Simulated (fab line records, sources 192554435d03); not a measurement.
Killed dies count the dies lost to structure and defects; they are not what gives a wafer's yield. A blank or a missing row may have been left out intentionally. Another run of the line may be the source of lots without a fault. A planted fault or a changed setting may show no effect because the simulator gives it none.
Split-lot experiment | flow n5Finfet | 21 wafers read across 7 lots, on a route 1938 steps long

ON THE SPLIT
At N5_BEOL_M12_ILD_DEP_00 (deposits SiOC from DEMS/O2, target thk 658.92 nm, time 130.7 s), the setting timeS was moved away from the recipe's 130.7 s on 8 of the 21 wafers read, by -13.2% to +12.8%. The other wafers ran this setting at the recipe's value.

Split to reading: the file shows no intervening step.

THE READING
M12_ILD_THK at N5_BEOL_M12_THK_MEAS_01, in nm. Typical for fault-free wafers on this fab line: 655 nm, with standard deviation 8.3 nm.

wafer  | tool, chamber at the split | timeS as run, s | against the recipe | M12_ILD_THK, nm | against lot-mates on the recipe
L077.1 | pecvd-04, 2                | 130.7           | recipe             | 651             | -
L077.4 | pecvd-04, 2                | 113.5           | -13.2%             | 583             | -68
L077.6 | pecvd-04, 0                | 113.5           | -13.2%             | 577             | -74
L079.3 | pecvd-04, 2,1              | 130.7           | recipe             | 654             | -
L079.5 | pecvd-04, 2,1              | 130.7           | recipe             | 654             | -
L079.6 | pecvd-04, 2                | 130.7           | recipe             | 668             | -
L080.2 | pecvd-01, 0                | 130.7           | recipe             | 650             | -
L080.3 | pecvd-01, 2                | 130.7           | recipe             | 666             | -
L080.4 | pecvd-01, 2                | 130.7           | recipe             | 673             | -
L083.3 | pecvd-01, 1                | 130.7           | recipe             | 657             | -
L083.4 | pecvd-01, 2                | 147.4           | +12.8%             | 755             | +98
L083.5 | pecvd-01, 1                | 147.4           | +12.8%             | 741             | +84
L085.1 | pecvd-04, 1                | 130.7           | recipe             | 660             | -
L085.5 | pecvd-04, 0                | 118.9           | -9.0%              | 616             | -44
L085.6 | pecvd-04, 2                | 118.9           | -9.0%              | 604             | -56
L088.1 | pecvd-04, 1                | 130.7           | recipe             | 651             | -
L088.5 | pecvd-04, 1                | 130.7           | recipe             | 666             | -
L088.6 | pecvd-04, 0                | 130.7           | recipe             | 671             | -
L090.1 | pecvd-03, 0                | 139.1           | +6.4%              | 684             | +51
L090.3 | pecvd-03, 2                | 130.7           | recipe             | 633             | -
L090.4 | pecvd-03, 0                | 139.1           | +6.4%              | 701             | +68
The file does not say which wafer passed through which chamber wherever a row lists several chambers: such a row stands for several wafers.

THE FIT
A straight line over all 21 wafers: M12_ILD_THK changes by +6.18 nm for each +1% of timeS; r = +0.97; the points scatter about the line by 11 nm.
The same after taking each lot's own level away (the mean of its wafers on the recipe; 21 wafers): +6.41 nm for each +1%; r = +0.98; scatter 9.8 nm.
That fit puts the effect of the largest move of timeS on the reading at 84 nm.
The lots' own levels span 633.0 to 663.0 nm, that is 3.6 times the standard deviation above.
The two slopes agree, so the slope changes little with the lot-to-lot level.
Check: for one of the wafers moved furthest among these (-13.2%), held out of the fit, the line's prediction against its lot-mates is -83.2 nm. It came out at -68 nm against them.

FURTHER SPLITS ON THESE WAFERS
Other splits were also applied to these wafers ahead of the reading. Each is held against what the fit with the lots' levels taken away leaves over:
other split on the same wafers | wafers away from the commonest value | r with M12_ILD_THK (lot level and that fit taken away)
N5_BEOL_M8_ETCH_72 h2FlowSccm  | 7                                    | +0.18
N5_BEOL_M9_EXPOSE_25 doseMj    | 4                                    | -0.13
N5_BEOL_M9_ETCH_66 timeS       | 10                                   | +0.14
N5_BEOL_M10_EXPOSE_25 doseMj   | 7                                    | +0.31
N5_BEOL_M10_PEB_26 pebTimeS    | 4                                    | -0.13

THE WHOLE CHAIN: every reading that the file lists as answering this split, in the file's order
step                    | what it does                                                   | reading                                                                            | change (the file's fit)              | r (the file's)
N5_BEOL_M12_ILD_DEP_00  | deposits SiOC from DEMS/O2, target thk 658.92 nm, time 130.7 s | SiOC_of_BEOL_M12_ILD_DEP_00.thkNm (the simulator's own value, which no gauge read) | +6.35 nm for each +1% of the setting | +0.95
N5_BEOL_M12_THK_MEAS_01 |                                                                | M12_ILD_THK                                                                        | +6.36 for each +1% of the setting    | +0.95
N5_BEOL_M12_VIA_ETCH_16 | etches SiOC in C4F8/O2/Ar, target depth 724.8 nm               | etch.depthNm (the simulator's own value, which no gauge read)                      | +6.35 nm for each +1% of the setting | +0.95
N5_BEOL_M12_VIA_ETCH_16 | etches SiOC in C4F8/O2/Ar, target depth 724.8 nm               | coat_of_BEOL_M12_COAT_04.thkNm (the simulator's own value, which no gauge read)    | -1.86 nm for each +1% of the setting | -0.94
N5_BEOL_M12_STRIP_63    | strips in N2/H2                                                | stripTimeToEndpointS                                                               | withheld for each +1% of the setting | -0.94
N5_BEOL_M12_ETCH_38     | etches SiCN in CF4/N2, target depth 68.7 nm, time 73.4 s       | SiOC_of_BEOL_M12_ILD_DEP_00.thkNm (the simulator's own value, which no gauge read) | +6.39 nm for each +1% of the setting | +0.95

THE FILE'S OWN FIT
M12_ILD_THK changes by +6.36 nm for each +1% of timeS, r = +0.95.
